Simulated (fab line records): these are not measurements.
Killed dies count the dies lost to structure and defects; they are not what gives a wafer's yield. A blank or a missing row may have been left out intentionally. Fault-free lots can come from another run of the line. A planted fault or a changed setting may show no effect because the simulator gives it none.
Chamber matching / flow nand-harc / NHARC_A_STAIRCASE_ETCH_444 on rie-diel-04: 4 sister chambers
The step etches the open film in C4F8/O2, target depth 20400 nm, time 6800 s. 4 wafers are shown with their chamber, then 9 later ones without.

WAFERS WITH THEIR CHAMBER
wafer=L091.1; chamber=0; rf-vpp-V (V)=814
wafer=L091.3; chamber=1; rf-vpp-V (V)=813
wafer=L093.1; chamber=3; rf-vpp-V (V)=817
wafer=L093.5; chamber=2; rf-vpp-V (V)=806

WAFERS MISSING THEIR CHAMBER
wafer=L094.1; rf-vpp-V (V)=815
wafer=L094.3; rf-vpp-V (V)=811
wafer=L094.5; rf-vpp-V (V)=817
wafer=L096.1; rf-vpp-V (V)=804
wafer=L096.3; rf-vpp-V (V)=811
wafer=L096.4; rf-vpp-V (V)=815
wafer=L097.2; rf-vpp-V (V)=804
wafer=L097.5; rf-vpp-V (V)=814
wafer=L097.6; rf-vpp-V (V)=813

WHICH CHAMBER EACH ONE RAN IN
wafer=L094.1; from the rows above=can't be placed: 0 or 1 or 3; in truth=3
wafer=L094.3; from the rows above=can't be placed: 1 or 0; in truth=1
wafer=L094.5; from the rows above=3; in truth=3
wafer=L096.1; from the rows above=2; in truth=2
wafer=L096.3; from the rows above=can't be placed: 1 or 0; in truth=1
wafer=L096.4; from the rows above=can't be placed: 0 or 1 or 3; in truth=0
wafer=L097.2; from the rows above=2; in truth=2
wafer=L097.5; from the rows above=can't be placed: 0 or 1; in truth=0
wafer=L097.6; from the rows above=can't be placed: 1 or 0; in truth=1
Correctly placed: 3 of 9. Can't be placed from these rows: 6 (the true chamber is among the candidates in 6). Number placed wrongly: 0.
How it was worked out, from the rows above alone: a wafer's distance from a chamber is the root of the sum, over the readings, of the square of ((its reading less the chamber's mean) divided by the reading's scatter). The wafer belongs to the nearest chamber; if the next one is less than 2 further off, it can't be placed. Each chamber's mean is taken over the wafers shown for it. The scatter: root of mean squared gap, hidden wafer to nearest shown wafer, with one shown wafer a chamber.
